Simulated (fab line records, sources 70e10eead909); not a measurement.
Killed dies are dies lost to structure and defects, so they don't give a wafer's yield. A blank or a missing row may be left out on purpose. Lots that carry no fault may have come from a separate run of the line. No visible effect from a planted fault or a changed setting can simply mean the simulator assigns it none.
Chamber matching :: flow nand_harc :: NHARC_A_STAIRCASE_TRIM_187 on rie_diel-11 has 4 sister chambers
The step chemistry O2, time 211.2 s. 16 wafers are shown with their chamber, then 8 later ones without.

WAFERS, EACH WITH ITS CHAMBER
wafer: L074.1
chamber: 1
showerhead_plenum_p_Torr (Torr): 3.45
throttle_valve_pct (%): 17.053
rf_vpp_V (V): 57.5

wafer: L074.2
chamber: 2
showerhead_plenum_p_Torr (Torr): 3.48
throttle_valve_pct (%): 17.046
rf_vpp_V (V): 58.1

wafer: L074.5
chamber: 0
showerhead_plenum_p_Torr (Torr): 3.32
throttle_valve_pct (%): 17.042
rf_vpp_V (V): 56.1

wafer: L076.1
chamber: 2
showerhead_plenum_p_Torr (Torr): 3.48
throttle_valve_pct (%): 17.050
rf_vpp_V (V): 57.5

wafer: L076.2
chamber: 1
showerhead_plenum_p_Torr (Torr): 3.45
throttle_valve_pct (%): 17.053
rf_vpp_V (V): 58.6

wafer: L076.3
chamber: 0
showerhead_plenum_p_Torr (Torr): 3.32
throttle_valve_pct (%): 17.027
rf_vpp_V (V): 55.4

wafer: L082.1
chamber: 2
showerhead_plenum_p_Torr (Torr): 3.47
throttle_valve_pct (%): 17.046
rf_vpp_V (V): 58.3

wafer: L082.5
chamber: 3
showerhead_plenum_p_Torr (Torr): 3.57
throttle_valve_pct (%): 17.049
rf_vpp_V (V): 57.2

wafer: L082.6
chamber: 0
showerhead_plenum_p_Torr (Torr): 3.31
throttle_valve_pct (%): 17.049
rf_vpp_V (V): 57.0

wafer: L085.1
chamber: 2
showerhead_plenum_p_Torr (Torr): 3.47
throttle_valve_pct (%): 17.043
rf_vpp_V (V): 56.1

wafer: L085.3
chamber: 0
showerhead_plenum_p_Torr (Torr): 3.31
throttle_valve_pct (%): 17.034
rf_vpp_V (V): 57.8

wafer: L085.5
chamber: 0
showerhead_plenum_p_Torr (Torr): 3.31
throttle_valve_pct (%): 17.020
rf_vpp_V (V): 58.5

wafer: L088.1
chamber: 1
showerhead_plenum_p_Torr (Torr): 3.43
throttle_valve_pct (%): 17.050
rf_vpp_V (V): 57.8

wafer: L088.4
chamber: 3
showerhead_plenum_p_Torr (Torr): 3.56
throttle_valve_pct (%): 17.040
rf_vpp_V (V): 57.3

wafer: L088.5
chamber: 0
showerhead_plenum_p_Torr (Torr): 3.30
throttle_valve_pct (%): 17.020
rf_vpp_V (V): 56.8

wafer: L089.3
chamber: 2
showerhead_plenum_p_Torr (Torr): 3.46
throttle_valve_pct (%): 17.034
rf_vpp_V (V): 56.9

SIGNATURES, as means of the wafers listed above
reading: showerhead_plenum_p_Torr
chamber 0: 3.3117
chamber 1: 3.4433
chamber 2: 3.4720
chamber 3: 3.5650
scatter within a chamber: 0.00856

reading: throttle_valve_pct
chamber 0: 17.03200
chamber 1: 17.05200
chamber 2: 17.04380
chamber 3: 17.04450
scatter within a chamber: 0.00865

reading: rf_vpp_V
chamber 0: 56.933
chamber 1: 57.967
chamber 2: 57.380
chamber 3: 57.250
scatter within a chamber: 0.921
Rule: distance of a wafer from a chamber = root of the sum over the readings of ((wafer's reading minus chamber's mean) / reading's scatter) squared. The wafer belongs to the nearest chamber; if the next one is less than 2 further off, it can't be placed. The scatter is the square root of a quotient: the sum, over the shown wafers, of each reading's squared deviation from its chamber's mean, divided by wafers minus chambers.

WAFERS WHOSE CHAMBER IS MISSING
wafer: L089.5
showerhead_plenum_p_Torr (Torr): 3.43
throttle_valve_pct (%): 17.042
rf_vpp_V (V): 58.1

wafer: L089.6
showerhead_plenum_p_Torr (Torr): 3.46
throttle_valve_pct (%): 17.034
rf_vpp_V (V): 57.3

wafer: L093.2
showerhead_plenum_p_Torr (Torr): 3.42
throttle_valve_pct (%): 17.036
rf_vpp_V (V): 58.1

wafer: L093.4
showerhead_plenum_p_Torr (Torr): 3.29
throttle_valve_pct (%): 17.022
rf_vpp_V (V): 55.5

wafer: L093.6
showerhead_plenum_p_Torr (Torr): 3.55
throttle_valve_pct (%): 17.041
rf_vpp_V (V): 56.5

wafer: L097.1
showerhead_plenum_p_Torr (Torr): 3.28
throttle_valve_pct (%): 17.028
rf_vpp_V (V): 57.3

wafer: L097.2
showerhead_plenum_p_Torr (Torr): 3.54
throttle_valve_pct (%): 17.039
rf_vpp_V (V): 57.6

wafer: L097.5
showerhead_plenum_p_Torr (Torr): 3.44
throttle_valve_pct (%): 17.060
rf_vpp_V (V): 58.1

EACH ONE'S CHAMBER
wafer: L089.5
from the rows above: 1
in truth: 1

wafer: L089.6
from the rows above: can't be placed: 2 or 1
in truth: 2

wafer: L093.2
from the rows above: 1
in truth: 1

wafer: L093.4
from the rows above: 0
in truth: 0

wafer: L093.6
from the rows above: 3
in truth: 3

wafer: L097.1
from the rows above: 0
in truth: 0

wafer: L097.2
from the rows above: 3
in truth: 3

wafer: L097.5
from the rows above: 1
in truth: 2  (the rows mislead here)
Correct placement for 6 of the 8. From these rows, 1 cannot be placed; in 1 the true chamber is one of the candidates. Placed wrongly: 1.
